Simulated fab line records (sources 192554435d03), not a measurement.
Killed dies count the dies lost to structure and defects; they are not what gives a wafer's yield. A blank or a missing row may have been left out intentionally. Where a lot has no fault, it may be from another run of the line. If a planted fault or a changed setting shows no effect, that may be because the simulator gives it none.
8D (eight disciplines) problem report, filled in by code	flow n5 finfet	the parts of the form that need people (team, actions taken, sign-off) are left out

== 1. WHAT IS WRONG ==
h2 flow sccm at N5_BEOL_M6_STRIP_36 reads a mean of 220.6 sccm on 1 wafer of 1 lot; wafers without a fault read 200.0 sccm with a standard deviation of 0.59. That puts it +35 standard deviations away from the usual mean.
The step: strips in N2/H2.
Seen first at day 11 06:38 on rie diel-03, wafer L512.3. At this step, 33 wafers from 11 lots have a number in the record. Rule for "out" (also "out of limits"): further than 4 standard deviations from the usual mean. The rest of the wafers with a number are treated as sound.

== 2. WHAT IT IS, WHAT IT ISN'T ==
question	is	is not
which readings at this step	h2 flow sccm, throttle valve pct	drypump motor current A, oes product au, rf vpp V, showerhead plenum p Torr, temp c
which lots	L512	L503, L504, L507, L511, L518, L519, L521, L524, L525, L526
which wafers of those lots	L512.3	L512.4, L512.5
read on which tools	rie diel-03	rie diel-04, rie diel-06
when	from day 11 06:38	up to then (14 sound wafers); but 18 sound wafers of L518, L519, L521, L524, L525, L526 came after

== 3. SUSPECTS, AND WHAT RULES EACH OUT ==
Counting: if a tool at a process step up to the reading ran every lot that is out, it stays a suspect. Sound lots after the first of them don't rule it out here, since some wafers of a struck lot are sound.
- rie diel-03 at N5_BEOL_M6_STRIP_36 (strips in N2/H2): kept. It processed L512, the lot that is out, at day 11 06:38, and its most recent sound lot before then was L511 at day 10 15:25. Out on those wafers are its own readings of h2 flow sccm, throttle valve pct.
- rie diel-03, N5_BEOL_M6_STRIP_36: wafers that are out in chamber 3, sound lot-mates in chambers 1, 2.
The count leaves rie diel-03 at N5_BEOL_M6_STRIP_36.

== 4. THE CAUSE (what the simulator had put in) ==
rie diel-03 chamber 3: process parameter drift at N5_BEOL_M6_STRIP_36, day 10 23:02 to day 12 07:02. Setting h2 flow sccm shifted by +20 from 200. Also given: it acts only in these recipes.
Only this tool survived the counting.

== 5. SEQUENCE OF EFFECTS, ordered by route ==
Rows list readings where the struck wafers' mean (over those with a number) sits beyond 3 standard deviations from the usual. Only readings for which the record gives a usual standard deviation are gone through. hours: the time from each lot's start at the first step in this table that gives one to its start at this step, as a median over the lots. sigmas: the change in usual standard deviations.
hours	step	reading	usual	on struck wafers	change	sigmas
0	N5_BEOL_M6_STRIP_36	h2 flow sccm	200.0 sccm	220.6	+20.6	+35
0	N5_BEOL_M6_STRIP_36	throttle valve pct	23.6 %	25.5	+1.9	+4.9
The process steps in it:
- N5_BEOL_M6_STRIP_36: strips in N2/H2.
At these later measuring or inspecting steps, every struck wafer for which the step has a row has a number for every such reading, and none has moved that far: N5_BEOL_M6_OCD_MEAS_38.

== 6. WHAT WOULD HAVE CAUGHT IT SOONER ==
First out-of-limits reading in this record: day 11 06:38, which is 8 hours after fault onset at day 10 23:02.
